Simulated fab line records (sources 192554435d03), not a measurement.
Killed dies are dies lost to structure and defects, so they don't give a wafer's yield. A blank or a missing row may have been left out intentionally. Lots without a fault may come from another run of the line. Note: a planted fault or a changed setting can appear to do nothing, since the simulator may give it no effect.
Split-lot study || flow n5Finfet || 21 wafers read from 7 lots, route of 1938 steps

ABOUT THE SPLIT
At N5_MOL_CONTACT_COAG_EXPOSE_05 (exposes mask CA, defocus 0 nm), the setting doseMj was moved away from the recipe's 38.25 on 9 of the 21 wafers read, by -6.3% to +6.5%. All remaining wafers had this setting at the recipe value.

FROM THE SPLIT TO THE READING: what the file shows between them, 14 steps
- N5_MOL_CONTACT_COAG_PEB_06: peb time 60 s
- N5_MOL_CONTACT_COAG_DEVELOP_07: develop time 30 s
- N5_MOL_CONTACT_COAG_CD_MEAS_08: target cd 28 nm
- N5_MOL_CONTACT_COAG_DESCUM_13: chemistry O2, time 7 s
- N5_MOL_CONTACT_COAG_ETCH_59: etches underlayer in N2/H2, target depth 13 nm, time 10.4 s
- N5_MOL_CONTACT_COAG_ETCH_105: etches SiARC in CF4, target depth 15.6 nm, time 26 s
- N5_MOL_CONTACT_COAG_ETCH_106: etches SOC in N2/H2, target depth 80 nm, overetch 16 nm, time 120 s
- N5_MOL_CONTACT_COAG_STRIP_107: strips in N2/H2
- N5_MOL_CONTACT_COAG_STRIP_108: strips in N2/H2
- N5_MOL_CONTACT_COAG_CONTACT_ETCH_14: etches SiO2 in C4F6/O2, target depth 27.5 nm, overetch 8.5 nm, time 20 s
- N5_MOL_CONTACT_COAG_STRIP_109: strips in C4F6/O2
- N5_MOL_CONTACT_COAG_ETCH_15: etches SiNx in CH3F/O2, stops on Si:P, target depth 7 nm
- N5_MOL_CONTACT_COAG_ETCH_110: etches Si in CF4/O2, target depth 2.5 nm, time 8 s
- N5_MOL_CONTACT_COAG_STRIP_98: strips in N2/H2

THE READING
cdNm (nm) at N5_MOL_CONTACT_COAG_CD_MEAS_99, where the cd target is 17.2 nm. A value of 17.18 nm with a standard deviation of 0.3 nm is what fault-free wafers of this fab line usually give.

{"wafer": "L074.1", "tool, chamber at the split": "euvScanner-02, 0", "doseMj as run": 38.25, "against the recipe": "recipe", "cdNm, nm": 18.06, "against lot-mates on the recipe": "-"}
{"wafer": "L074.2", "tool, chamber at the split": "euvScanner-02, 0", "doseMj as run": 38.25, "against the recipe": "recipe", "cdNm, nm": 17.17, "against lot-mates on the recipe": "-"}
{"wafer": "L074.5", "tool, chamber at the split": "euvScanner-02, 0", "doseMj as run": 36.07, "against the recipe": "-5.7%", "cdNm, nm": 16.00, "against lot-mates on the recipe": -1.62}
{"wafer": "L076.3", "tool, chamber at the split": "euvScanner-01, 0", "doseMj as run": 36.21, "against the recipe": "-5.3%", "cdNm, nm": 16.08, "against lot-mates on the recipe": -1.17}
{"wafer": "L076.4", "tool, chamber at the split": "euvScanner-01, 0", "doseMj as run": 36.21, "against the recipe": "-5.3%", "cdNm, nm": 15.64, "against lot-mates on the recipe": -1.61}
{"wafer": "L076.6", "tool, chamber at the split": "euvScanner-01, 0", "doseMj as run": 38.25, "against the recipe": "recipe", "cdNm, nm": 17.25, "against lot-mates on the recipe": "-"}
{"wafer": "L077.4", "tool, chamber at the split": "euvScanner-01, 0", "doseMj as run": 40.2, "against the recipe": "+5.1%", "cdNm, nm": 18.22, "against lot-mates on the recipe": "+0.84"}
{"wafer": "L077.5", "tool, chamber at the split": "euvScanner-01, 0", "doseMj as run": 38.25, "against the recipe": "recipe", "cdNm, nm": 17.38, "against lot-mates on the recipe": "-"}
{"wafer": "L077.6", "tool, chamber at the split": "euvScanner-01, 0", "doseMj as run": 40.2, "against the recipe": "+5.1%", "cdNm, nm": 18.10, "against lot-mates on the recipe": "+0.72"}
{"wafer": "L078.2", "tool, chamber at the split": "euvScanner-01, 0", "doseMj as run": 38.25, "against the recipe": "recipe", "cdNm, nm": 17.51, "against lot-mates on the recipe": "-"}
{"wafer": "L078.3", "tool, chamber at the split": "euvScanner-01, 0", "doseMj as run": 40.74, "against the recipe": "+6.5%", "cdNm, nm": 18.43, "against lot-mates on the recipe": "+0.92"}
{"wafer": "L078.6", "tool, chamber at the split": "euvScanner-01, 0", "doseMj as run": 40.74, "against the recipe": "+6.5%", "cdNm, nm": 18.66, "against lot-mates on the recipe": "+1.15"}
{"wafer": "L086.1", "tool, chamber at the split": "euvScanner-01, 0", "doseMj as run": 35.83, "against the recipe": "-6.3%", "cdNm, nm": 15.82, "against lot-mates on the recipe": -1.63}
{"wafer": "L086.2", "tool, chamber at the split": "euvScanner-01, 0", "doseMj as run": 35.83, "against the recipe": "-6.3%", "cdNm, nm": 15.89, "against lot-mates on the recipe": -1.56}
{"wafer": "L086.3", "tool, chamber at the split": "euvScanner-01, 0", "doseMj as run": 38.25, "against the recipe": "recipe", "cdNm, nm": 17.45, "against lot-mates on the recipe": "-"}
{"wafer": "L087.2", "tool, chamber at the split": "euvScanner-01, 0", "doseMj as run": 38.25, "against the recipe": "recipe", "cdNm, nm": 16.73, "against lot-mates on the recipe": "-"}
{"wafer": "L087.5", "tool, chamber at the split": "euvScanner-01, 0", "doseMj as run": 38.25, "against the recipe": "recipe", "cdNm, nm": 16.72, "against lot-mates on the recipe": "-"}
{"wafer": "L087.6", "tool, chamber at the split": "euvScanner-01, 0", "doseMj as run": 38.25, "against the recipe": "recipe", "cdNm, nm": 16.93, "against lot-mates on the recipe": "-"}
{"wafer": "L091.2", "tool, chamber at the split": "euvScanner-02, 0", "doseMj as run": 38.25, "against the recipe": "recipe", "cdNm, nm": 17.01, "against lot-mates on the recipe": "-"}
{"wafer": "L091.3", "tool, chamber at the split": "euvScanner-02, 0", "doseMj as run": 38.25, "against the recipe": "recipe", "cdNm, nm": 16.89, "against lot-mates on the recipe": "-"}
{"wafer": "L091.4", "tool, chamber at the split": "euvScanner-02, 0", "doseMj as run": 38.25, "against the recipe": "recipe", "cdNm, nm": 16.90, "against lot-mates on the recipe": "-"}

THE FIT
A straight line over all 21 wafers: cdNm changes by +0.213 nm for each +1% of doseMj; r = +0.94; the points scatter about the line by 0.31 nm.
The same after taking each lot's own level away (the mean of its wafers on the recipe; 21 wafers): +0.212 nm for each +1%; r = +0.96; scatter 0.24 nm.
The reading moves by 1.4 nm for the largest change in doseMj, on that fit.
From 16.793 to 17.615 nm: that is the span of the lots' own levels, equal to 2.7 times the standard deviation above.
Hence the lot-to-lot level has little effect on the slope; both slopes agree.
Check: with one of the wafers moved furthest among these (+6.5%) left out of the fit, the line predicts +1.33 nm for it against its lot-mates. It came out at +0.92 nm against them.

THE OTHER SPLITS THESE WAFERS WENT THROUGH
Other splits were also applied to these wafers ahead of the reading. Each is held against what the fit with the lots' levels taken away leaves over:
{"other split on the same wafers": "N5_MOL_CONTACT_COAG_COAT_103 spinRpm", "wafers away from the commonest value": 7, "r with cdNm (lot level and that fit taken away)": -0.07}

THE WHOLE CHAIN: every reading that the file lists as answering this split, in the file's order
{"step": "N5_MOL_CONTACT_COAG_CD_MEAS_08", "what it does": "target cd 28 nm", "reading": "cdNm", "change (the file's fit)": "+0.189 nm for each +1% of the setting", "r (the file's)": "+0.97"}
{"step": "N5_MOL_CONTACT_COAG_ETCH_59", "what it does": "etches underlayer in N2/H2, target depth 13 nm, time 10.4 s", "reading": "MOL_CONTACT_COAG.cdOffsetNm (the simulator's own value, which no gauge read)", "change (the file's fit)": "+0.221 nm for each +1% of the setting", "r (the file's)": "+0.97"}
{"step": "N5_MOL_CONTACT_COAG_ETCH_15", "what it does": "etches SiNx in CH3F/O2, stops on Si:P, target depth 7 nm", "reading": "MOL_CONTACT_COAG.cdOffsetNm (the simulator's own value, which no gauge read)", "change (the file's fit)": "+0.214 nm for each +1% of the setting", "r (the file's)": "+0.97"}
{"step": "N5_MOL_CONTACT_COAG_ETCH_110", "what it does": "etches Si in CF4/O2, target depth 2.5 nm, time 8 s", "reading": "MOL_CONTACT_COAG.cdOffsetNm (the simulator's own value, which no gauge read)", "change (the file's fit)": "+0.234 nm for each +1% of the setting", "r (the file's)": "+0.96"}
{"step": "N5_MOL_CONTACT_COAG_CD_MEAS_99", "what it does": "target cd 17.2 nm", "reading": "cdNm", "change (the file's fit)": "+0.221 nm for each +1% of the setting", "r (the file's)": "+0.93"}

FILE'S OWN FIT
cdNm changes by +0.221 nm for each +1% of doseMj, r = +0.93.
